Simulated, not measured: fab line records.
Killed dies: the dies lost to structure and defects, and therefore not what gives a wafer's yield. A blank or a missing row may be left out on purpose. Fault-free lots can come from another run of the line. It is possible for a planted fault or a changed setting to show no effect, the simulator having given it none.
Matching of chambers + flow nand_harc + 4 sister chambers for NHARC_A_CHANNEL_FILL_D1_ALD_16 on ald_hk-03
The step deposits SiO2, target thk 1.5 nm, pulse time 10 s, ald cycles 15. 20 wafers are shown with their chamber, then 10 later ones without.

## WAFERS, EACH WITH ITS CHAMBER
| wafer  | chamber | heater_power_w (W) | susceptor_temp_C (C) | precursor_pulse_height_rel |
|--------|---------|--------------------|----------------------|----------------------------|
| L077.2 | 3       | 402                | 299.99               | 0.972                      |
| L077.4 | 1       | 521                | 300.20               | 1.005                      |
| L077.6 | 1       | 521                | 299.89               | 1.034                      |
| L080.1 | 3       | 398                | 300.15               | 0.985                      |
| L080.2 | 2       | 564                | 300.03               | 1.009                      |
| L080.6 | 2       | 572                | 300.17               | 0.994                      |
| L081.2 | 3       | 400                | 299.98               | 0.954                      |
| L081.3 | 0       | 461                | 300.00               | 0.990                      |
| L081.4 | 1       | 503                | 300.33               | 0.981                      |
| L082.3 | 3       | 404                | 299.96               | 1.016                      |
| L082.4 | 0       | 443                | 300.02               | 0.999                      |
| L082.6 | 0       | 452                | 300.11               | 0.994                      |
| L083.1 | 1       | 515                | 299.91               | 0.993                      |
| L083.5 | 3       | 416                | 300.29               | 0.992                      |
| L083.6 | 0       | 441                | 300.20               | 1.007                      |
| L084.1 | 3       | 410                | 300.48               | 0.993                      |
| L084.5 | 2       | 560                | 299.72               | 0.998                      |
| L084.6 | 1       | 510                | 300.36               | 0.999                      |
| L089.3 | 1       | 516                | 299.94               | 0.953                      |
| L089.4 | 3       | 412                | 300.11               | 0.998                      |

SIGNATURES (averages over the wafers above)
| reading                    | chamber 0 | chamber 1 | chamber 2 | chamber 3 | scatter within a chamber |
|----------------------------|-----------|-----------|-----------|-----------|--------------------------|
| heater_power_w             | 449.25    | 514.33    | 565.33    | 406.00    | 7.24                     |
| susceptor_temp_C           | 300.0825  | 300.1050  | 299.9733  | 300.1371  | 0.192                    |
| precursor_pulse_height_rel | 0.99750   | 0.99417   | 1.00033   | 0.98714   | 0.0197                   |
Rule: for each reading, subtract the chamber's mean from the wafer's reading, divide by that reading's scatter and square the result; add these up over the readings and take the root, which gives the wafer's distance from the chamber. If the next closest chamber is less than 2 further off than the closest, the wafer can't be placed; otherwise it belongs to the closest. The scatter is the square root of a quotient: the sum, over the shown wafers, of each reading's squared deviation from its chamber's mean, divided by wafers minus chambers.

## WAFERS MISSING THEIR CHAMBER
| wafer  | heater_power_w (W) | susceptor_temp_C (C) | precursor_pulse_height_rel |
|--------|--------------------|----------------------|----------------------------|
| L089.6 | 415                | 299.86               | 0.968                      |
| L092.1 | 416                | 299.72               | 1.017                      |
| L092.4 | 514                | 300.08               | 1.018                      |
| L092.5 | 571                | 299.67               | 1.019                      |
| L094.1 | 576                | 299.83               | 0.994                      |
| L094.2 | 465                | 300.07               | 1.013                      |
| L094.3 | 511                | 299.84               | 0.969                      |
| L095.2 | 519                | 300.14               | 0.985                      |
| L095.5 | 553                | 300.01               | 1.001                      |
| L095.6 | 521                | 299.96               | 0.988                      |

## EACH ONE'S CHAMBER
| wafer  | from the rows above | in truth |
|--------|---------------------|----------|
| L089.6 | 3                   | 3        |
| L092.1 | 3                   | 3        |
| L092.4 | 1                   | 1        |
| L092.5 | 2                   | 2        |
| L094.1 | 2                   | 2        |
| L094.2 | 0                   | 0        |
| L094.3 | 1                   | 1        |
| L095.2 | 1                   | 1        |
| L095.5 | 2                   | 2        |
| L095.6 | 1                   | 1        |
10 of 10 placed correctly. Number that these rows cannot place: 0. 0 placed wrongly.
